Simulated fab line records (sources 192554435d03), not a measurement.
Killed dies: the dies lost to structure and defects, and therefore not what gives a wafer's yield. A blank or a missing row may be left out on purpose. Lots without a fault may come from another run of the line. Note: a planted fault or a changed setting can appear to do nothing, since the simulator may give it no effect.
What tool caused it? + flow n5_finfet + Sampling: 24 lots, 72 wafers, 6 of 1938 route steps

WHAT THE GAUGES READ, wafer by wafer
N5_BEOL_M3_THK_MEAS_53: measures by xrf. Usual: M3_THK 40.8 nm, standard deviation 1.3.
| lot  | measured     | on            | M3_THK (nm)    | flag |
|------|--------------|---------------|----------------|------|
| L074 | day 7 05:08  | film_metro-02 | 41.5 40.3 41.9 |      |
| L075 | day 7 23:48  | film_metro-02 | 40.4 40.7 41.8 |      |
| L076 | day 7 22:09  | film_metro-01 | 41.0 42.3 42.1 |      |
| L077 | day 8 03:22  | film_metro-01 | 38.9 40.0 43.5 |      |
| L078 | day 8 04:55  | film_metro-02 | 41.5 38.8 38.5 |      |
| L079 | day 8 06:35  | film_metro-02 | 38.5 41.8 40.9 |      |
| L081 | day 8 17:08  | film_metro-01 | 40.6 41.9 41.1 |      |
| L080 | day 8 21:38  | film_metro-01 | 41.0 41.4 42.5 |      |
| L082 | day 9 07:30  | film_metro-01 | 39.1 40.2 42.6 |      |
| L083 | day 9 21:07  | film_metro-02 | 41.0 41.8 40.3 |      |
| L084 | day 9 23:43  | film_metro-01 | 39.9 40.9 40.7 |      |
| L085 | day 9 23:59  | film_metro-01 | 41.4 41.7 43.3 |      |
| L086 | day 10 07:07 | film_metro-01 | 39.9 40.6 40.8 |      |
| L087 | day 10 23:59 | film_metro-02 | 40.7 41.0 42.5 |      |
| L088 | day 11 03:43 | film_metro-02 | 40.3 42.4 41.7 |      |
| L089 | day 11 06:10 | film_metro-01 | 39.1 42.4 41.6 |      |
| L090 | day 11 07:07 | film_metro-02 | 39.0 40.4 41.4 |      |
| L091 | day 11 13:31 | film_metro-01 | 41.2 41.5 42.6 |      |
| L092 | day 11 16:13 | film_metro-02 | 40.4 39.8 40.6 |      |
| L093 | day 11 19:14 | film_metro-01 | 41.4 39.6 40.5 |      |
| L094 | day 12 14:06 | film_metro-01 | 38.1 39.1 38.8 |      |
| L095 | day 12 19:50 | film_metro-02 | 40.6 42.3 43.1 |      |
| L096 | day 12 23:00 | film_metro-01 | 39.1 39.6 40.9 |      |
| L097 | day 13 01:07 | film_metro-02 | 38.7 40.0 40.5 |      |

N5_BEOL_M4_CD_MEAS_11: the cd target is 16.79 nm. Usual: cd_nm 16.80 nm, standard deviation 0.26.
| lot  | measured     | on        | cd_nm (nm)        | flag |
|------|--------------|-----------|-------------------|------|
| L074 | day 7 07:52  | cd_sem-01 | 16.61 16.48 16.88 |      |
| L075 | day 8 01:02  | cd_sem-01 | 16.66 16.85 17.01 |      |
| L076 | day 7 23:52  | cd_sem-02 | 16.64 16.37 17.03 |      |
| L077 | day 8 06:28  | cd_sem-03 | 16.57 16.78 17.14 |      |
| L078 | day 8 06:53  | cd_sem-01 | 17.07 16.77 17.07 |      |
| L079 | day 8 08:06  | cd_sem-01 | 17.38 16.87 16.70 |      |
| L081 | day 8 18:55  | cd_sem-03 | 16.77 17.00 17.32 |      |
| L080 | day 9 00:09  | cd_sem-01 | 17.01 16.80 17.20 |      |
| L082 | day 9 09:38  | cd_sem-03 | 17.06 17.10 17.00 |      |
| L083 | day 10 00:04 | cd_sem-02 | 16.71 16.83 16.82 |      |
| L084 | day 10 01:21 | cd_sem-01 | 16.67 16.86 16.77 |      |
| L085 | day 10 01:41 | cd_sem-03 | 16.14 17.24 16.97 |      |
| L086 | day 10 08:38 | cd_sem-02 | 16.78 16.50 16.30 |      |
| L087 | day 11 03:16 | cd_sem-01 | 16.60 16.73 16.97 |      |
| L088 | day 11 05:53 | cd_sem-01 | 16.70 16.57 16.84 |      |
| L089 | day 11 07:34 | cd_sem-02 | 16.79 16.67 16.18 |      |
| L090 | day 11 08:23 | cd_sem-01 | 16.83 16.59 16.68 |      |
| L091 | day 11 15:10 | cd_sem-02 | 16.74 16.62 17.08 |      |
| L092 | day 11 19:54 | cd_sem-02 | 16.79 16.83 16.63 |      |
| L093 | day 11 20:37 | cd_sem-03 | 16.60 16.52 16.82 |      |
| L094 | day 12 15:23 | cd_sem-01 | 16.91 17.24 17.14 |      |
| L095 | day 12 20:47 | cd_sem-01 | 16.57 16.89 16.68 |      |
| L096 | day 13 01:46 | cd_sem-03 | 16.62 16.48 17.00 |      |
| L097 | day 13 02:28 | cd_sem-01 | 16.82 16.86 17.10 |      |

WHICH TOOL RAN EACH LOT (tool, then ch and the chambers of the sampled wafers, then the start)
| lot  | N5_BEOL_M2_SPUTTER_92        | N5_BEOL_M3_ETCH_70                 | N5_BEOL_M3_ANNEAL_49         | N5_BEOL_M3_SPUTTER_88        |
|------|------------------------------|------------------------------------|------------------------------|------------------------------|
| L074 | pvd_sputter-02, day 6 21:16  | rie_diel-05 ch 0,2, day 7 00:57    | pvd_sputter-01, day 7 02:40  | pvd_sputter-01, day 7 03:28  |
| L075 | pvd_sputter-02, day 7 09:44  | rie_diel-05 ch 0,1, day 7 19:17    | pvd_sputter-03, day 7 21:20  | pvd_sputter-03, day 7 22:08  |
| L076 | pvd_sputter-03, day 7 09:57  | rie_diel-02 ch 0,1, day 7 16:29    | pvd_sputter-03, day 7 19:29  | pvd_sputter-03, day 7 20:17  |
| L077 | pvd_sputter-01, day 7 10:04  | rie_diel-05 ch 0,3, day 7 22:52    | pvd_sputter-03, day 8 00:53  | pvd_sputter-03, day 8 01:41  |
| L078 | pvd_sputter-02, day 7 11:40  | rie_diel-02 ch 0,1,3, day 7 23:23  | pvd_sputter-01, day 8 02:26  | pvd_sputter-01, day 8 03:14  |
| L079 | pvd_sputter-02, day 7 19:23  | rie_diel-02 ch 2,3, day 8 02:14    | pvd_sputter-03, day 8 04:07  | pvd_sputter-03, day 8 04:55  |
| L081 | pvd_sputter-01, day 8 08:08  | rie_diel-05 ch 1,2,3, day 8 12:50  | pvd_sputter-01, day 8 14:40  | pvd_sputter-01, day 8 15:28  |
| L080 | pvd_sputter-02, day 8 10:16  | rie_diel-02 ch 0,2,3, day 8 17:38  | pvd_sputter-02, day 8 19:10  | pvd_sputter-02, day 8 19:58  |
| L082 | pvd_sputter-01, day 8 17:50  | rie_diel-04 ch 0,1,2, day 9 01:40  | pvd_sputter-02, day 9 05:02  | pvd_sputter-02, day 9 05:50  |
| L083 | pvd_sputter-02, day 9 08:21  | rie_diel-02 ch 1,2,3, day 9 12:22  | pvd_sputter-02, day 9 14:06  | pvd_sputter-02, day 9 14:54  |
| L084 | pvd_sputter-03, day 9 08:39  | rie_diel-02 ch 0,3, day 9 19:43    | pvd_sputter-02, day 9 21:15  | pvd_sputter-02, day 9 22:03  |
| L085 | pvd_sputter-03, day 9 11:25  | rie_diel-04 ch 0,2,3, day 9 19:55  | pvd_sputter-01, day 9 21:30  | pvd_sputter-01, day 9 22:18  |
| L086 | pvd_sputter-03, day 9 22:43  | rie_diel-05 ch 0,1, day 10 02:58   | pvd_sputter-01, day 10 04:39 | pvd_sputter-01, day 10 05:27 |
| L087 | pvd_sputter-02, day 10 10:12 | rie_diel-04 ch 2,3, day 10 18:23   | pvd_sputter-01, day 10 21:30 | pvd_sputter-01, day 10 22:18 |
| L088 | pvd_sputter-03, day 10 12:50 | rie_diel-05 ch 1,2,3, day 10 23:07 | pvd_sputter-01, day 11 01:11 | pvd_sputter-01, day 11 01:59 |
| L089 | pvd_sputter-02, day 10 15:56 | rie_diel-04 ch 0,3, day 11 02:14   | pvd_sputter-03, day 11 03:41 | pvd_sputter-03, day 11 04:29 |
| L090 | pvd_sputter-01, day 10 20:54 | rie_diel-05 ch 0,1,2, day 11 02:28 | pvd_sputter-02, day 11 04:38 | pvd_sputter-02, day 11 05:26 |
| L091 | pvd_sputter-01, day 11 05:59 | rie_diel-05 ch 2,3, day 11 09:49   | pvd_sputter-01, day 11 11:02 | pvd_sputter-01, day 11 11:50 |
| L092 | pvd_sputter-03, day 11 07:00 | rie_diel-05 ch 1,2,3, day 11 12:25 | pvd_sputter-03, day 11 13:44 | pvd_sputter-03, day 11 14:32 |
| L093 | pvd_sputter-01, day 11 09:28 | rie_diel-02 ch 1,2,3, day 11 14:59 | pvd_sputter-02, day 11 16:46 | pvd_sputter-02, day 11 17:34 |
| L094 | pvd_sputter-03, day 11 18:50 | rie_diel-02 ch 0,1,2, day 12 08:54 | pvd_sputter-01, day 12 11:37 | pvd_sputter-01, day 12 12:25 |
| L095 | pvd_sputter-02, day 11 21:51 | rie_diel-05 ch 2,3, day 12 13:58   | pvd_sputter-01, day 12 17:22 | pvd_sputter-01, day 12 18:10 |
| L096 | pvd_sputter-03, day 12 08:13 | rie_diel-05 ch 2,3, day 12 19:14   | pvd_sputter-01, day 12 20:32 | pvd_sputter-01, day 12 21:20 |
| L097 | pvd_sputter-03, day 12 11:47 | rie_diel-02 ch 1,2, day 12 21:07   | pvd_sputter-01, day 12 22:40 | pvd_sputter-01, day 12 23:28 |
- N5_BEOL_M2_SPUTTER_92: material Cu, target thk 4.5 nm, time 8.29 s.
- N5_BEOL_M3_ETCH_70: etches SOC in N2/H2, target depth 80 nm, overetch 16 nm, time 120 s.
- N5_BEOL_M3_ANNEAL_49: time 240 s.
- N5_BEOL_M3_SPUTTER_88: material Cu, target thk 4.5 nm, time 8.29 s.

WHAT THE TOOLS THEMSELVES READ (means of the sampled wafers that have a number; where no wafer has one, the mark that the record gives instead)
N5_BEOL_M2_SPUTTER_92. Usual: throttle_valve_pct 30.4 %, standard deviation 0.85.
| lot  | tool           | throttle_valve_pct (%) | flag |
|------|----------------|------------------------|------|
| L074 | pvd_sputter-02 | 30.6                   |      |
| L075 | pvd_sputter-02 | 30.9                   |      |
| L076 | pvd_sputter-03 | 29.7                   |      |
| L077 | pvd_sputter-01 | 31.1                   |      |
| L078 | pvd_sputter-02 | 30.5                   |      |
| L079 | pvd_sputter-02 | 29.6                   |      |
| L081 | pvd_sputter-01 | 30.1                   |      |
| L080 | pvd_sputter-02 | 30.6                   |      |
| L082 | pvd_sputter-01 | 30.9                   |      |
| L083 | pvd_sputter-02 | 30.0                   |      |
| L084 | pvd_sputter-03 | 30.8                   |      |
| L085 | pvd_sputter-03 | 29.6                   |      |
| L086 | pvd_sputter-03 | 30.2                   |      |
| L087 | pvd_sputter-02 | 30.6                   |      |
| L088 | pvd_sputter-03 | 30.2                   |      |
| L089 | pvd_sputter-02 | 30.8                   |      |
| L090 | pvd_sputter-01 | 30.6                   |      |
| L091 | pvd_sputter-01 | 31.2                   |      |
| L092 | pvd_sputter-03 | 30.2                   |      |
| L093 | pvd_sputter-01 | 31.0                   |      |
| L094 | pvd_sputter-03 | 29.6                   |      |
| L095 | pvd_sputter-02 | 29.6                   |      |
| L096 | pvd_sputter-03 | 30.1                   |      |
| L097 | pvd_sputter-03 | 30.2                   |      |

N5_BEOL_M3_ETCH_70. Usual: drypump_motor_current_A 5.9 A, standard deviation 0.38; oes_product_au 0.58 a.u., standard deviation 0.05; rf_vpp_V 523.9 V, standard deviation 2.2; showerhead_plenum_p_Torr 2.54 Torr, standard deviation 0.08; throttle_valve_pct 17.85 %, standard deviation 0.23.
| lot  | tool        | drypump_motor_current_A (A) | oes_product_au (a.u.) | rf_vpp_V (V) | showerhead_plenum_p_Torr (Torr) | throttle_valve_pct (%) | flag |
|------|-------------|-----------------------------|-----------------------|--------------|---------------------------------|------------------------|------|
| L074 | rie_diel-05 | 5.6                         | 0.58                  | 526.5        | 2.62                            | 17.79                  |      |
| L075 | rie_diel-05 | 6.2                         | 0.57                  | 525.3        | 2.61                            | 17.85                  |      |
| L076 | rie_diel-02 | 5.9                         | 0.58                  | 523.5        | 2.50                            | 18.04                  |      |
| L077 | rie_diel-05 | 6.1                         | 0.63                  | 523.5        | 2.53                            | 17.77                  |      |
| L078 | rie_diel-02 | 5.9                         | 0.57                  | 523.0        | 2.49                            | 17.97                  |      |
| L079 | rie_diel-02 | 6.2                         | 0.56                  | 526.0        | 2.60                            | 17.86                  |      |
| L081 | rie_diel-05 | 5.9                         | 0.56                  | 524.2        | 2.57                            | 17.72                  |      |
| L080 | rie_diel-02 | 6.0                         | 0.56                  | 524.0        | 2.55                            | 17.89                  |      |
| L082 | rie_diel-04 | 5.5                         | 0.59                  | 523.0        | 2.51                            | 17.87                  |      |
| L083 | rie_diel-02 | 6.0                         | 0.56                  | 522.9        | 2.53                            | 17.96                  |      |
| L084 | rie_diel-02 | 5.8                         | 0.54                  | 524.0        | 2.51                            | 17.84                  |      |
| L085 | rie_diel-04 | 5.6                         | 0.63                  | 522.2        | 2.48                            | 17.66                  |      |
| L086 | rie_diel-05 | 6.2                         | 0.59                  | 525.4        | 2.58                            | 17.89                  |      |
| L087 | rie_diel-04 | 5.9                         | 0.61                  | 523.5        | 2.51                            | 17.68                  |      |
| L088 | rie_diel-05 | 5.9                         | 0.55                  | 524.5        | 2.56                            | 17.75                  |      |
| L089 | rie_diel-04 | 5.2                         | 0.61                  | 520.6        | 2.44                            | 17.64                  |      |
| L090 | rie_diel-05 | 5.9                         | 0.57                  | 525.0        | 2.61                            | 17.86                  |      |
| L091 | rie_diel-05 | 5.6                         | 0.56                  | 524.2        | 2.57                            | 17.71                  |      |
| L092 | rie_diel-05 | 5.9                         | 0.55                  | 524.4        | 2.56                            | 17.75                  |      |
| L093 | rie_diel-02 | 6.0                         | 0.55                  | 523.3        | 2.53                            | 17.98                  |      |
| L094 | rie_diel-02 | 6.1                         | 0.55                  | 523.4        | 2.52                            | 18.09                  |      |
| L095 | rie_diel-05 | 5.8                         | 0.56                  | 522.8        | 2.50                            | 17.67                  |      |
| L096 | rie_diel-05 | 5.6                         | 0.56                  | 524.3        | 2.57                            | 17.74                  |      |
| L097 | rie_diel-02 | 6.2                         | 0.55                  | 524.3        | 2.56                            | 18.08                  |      |

N5_BEOL_M3_ANNEAL_49. Usual: heater_power_w 886 W, standard deviation 130.
| lot  | tool           | heater_power_w (W) | flag |
|------|----------------|--------------------|------|
| L074 | pvd_sputter-01 | 863                |      |
| L075 | pvd_sputter-03 | 948                |      |
| L076 | pvd_sputter-03 | 827                |      |
| L077 | pvd_sputter-03 | 942                |      |
| L078 | pvd_sputter-01 | 851                |      |
| L079 | pvd_sputter-03 | 923                |      |
| L081 | pvd_sputter-01 | 851                |      |
| L080 | pvd_sputter-02 | 871                |      |
| L082 | pvd_sputter-02 | 946                |      |
| L083 | pvd_sputter-02 | 892                |      |
| L084 | pvd_sputter-02 | 1018               |      |
| L085 | pvd_sputter-01 | 827                |      |
| L086 | pvd_sputter-01 | 857                |      |
| L087 | pvd_sputter-01 | 851                |      |
| L088 | pvd_sputter-01 | 862                |      |
| L089 | pvd_sputter-03 | 871                |      |
| L090 | pvd_sputter-02 | 943                |      |
| L091 | pvd_sputter-01 | 802                |      |
| L092 | pvd_sputter-03 | 896                |      |
| L093 | pvd_sputter-02 | 823                |      |
| L094 | pvd_sputter-01 | 928                |      |
| L095 | pvd_sputter-01 | 1008               |      |
| L096 | pvd_sputter-01 | 914                |      |
| L097 | pvd_sputter-01 | 858                |      |

N5_BEOL_M3_SPUTTER_88. Usual: throttle_valve_pct 30.6 %, standard deviation 0.82.
| lot  | tool           | throttle_valve_pct (%) | flag |
|------|----------------|------------------------|------|
| L074 | pvd_sputter-01 | 30.7                   |      |
| L075 | pvd_sputter-03 | 30.1                   |      |
| L076 | pvd_sputter-03 | 30.2                   |      |
| L077 | pvd_sputter-03 | 30.2                   |      |
| L078 | pvd_sputter-01 | 31.0                   |      |
| L079 | pvd_sputter-03 | 29.6                   |      |
| L081 | pvd_sputter-01 | 31.1                   |      |
| L080 | pvd_sputter-02 | 30.3                   |      |
| L082 | pvd_sputter-02 | 29.8                   |      |
| L083 | pvd_sputter-02 | 30.7                   |      |
| L084 | pvd_sputter-02 | 29.9                   |      |
| L085 | pvd_sputter-01 | 31.0                   |      |
| L086 | pvd_sputter-01 | 31.1                   |      |
| L087 | pvd_sputter-01 | 31.1                   |      |
| L088 | pvd_sputter-01 | 30.8                   |      |
| L089 | pvd_sputter-03 | 30.1                   |      |
| L090 | pvd_sputter-02 | 29.9                   |      |
| L091 | pvd_sputter-01 | 30.6                   |      |
| L092 | pvd_sputter-03 | 30.3                   |      |
| L093 | pvd_sputter-02 | 30.8                   |      |
| L094 | pvd_sputter-01 | 31.2                   |      |
| L095 | pvd_sputter-01 | 31.0                   |      |
| L096 | pvd_sputter-01 | 31.3                   |      |
| L097 | pvd_sputter-01 | 30.5                   |      |

THE ANSWER, worked out from the rows above alone
Rule: a lot counts as off when the mean over its wafers that have a number is more than 3 standard deviations away from the usual mean. A lot without any number at a reading at which 4 lots or more have one is off too. All remaining lots with rows at the step are treated as sound. First the gauges in route order, then the tools' own readings, where a lot's mean is used as printed above. The first step at which some lot is off is used, and at that step the reading that is off furthest; a lot without a number counts as furthest.
Across all readings shown, no lot is off: no conclusion can be drawn from this.

WHAT HAD BEEN PUT IN BY THE SIMULATOR
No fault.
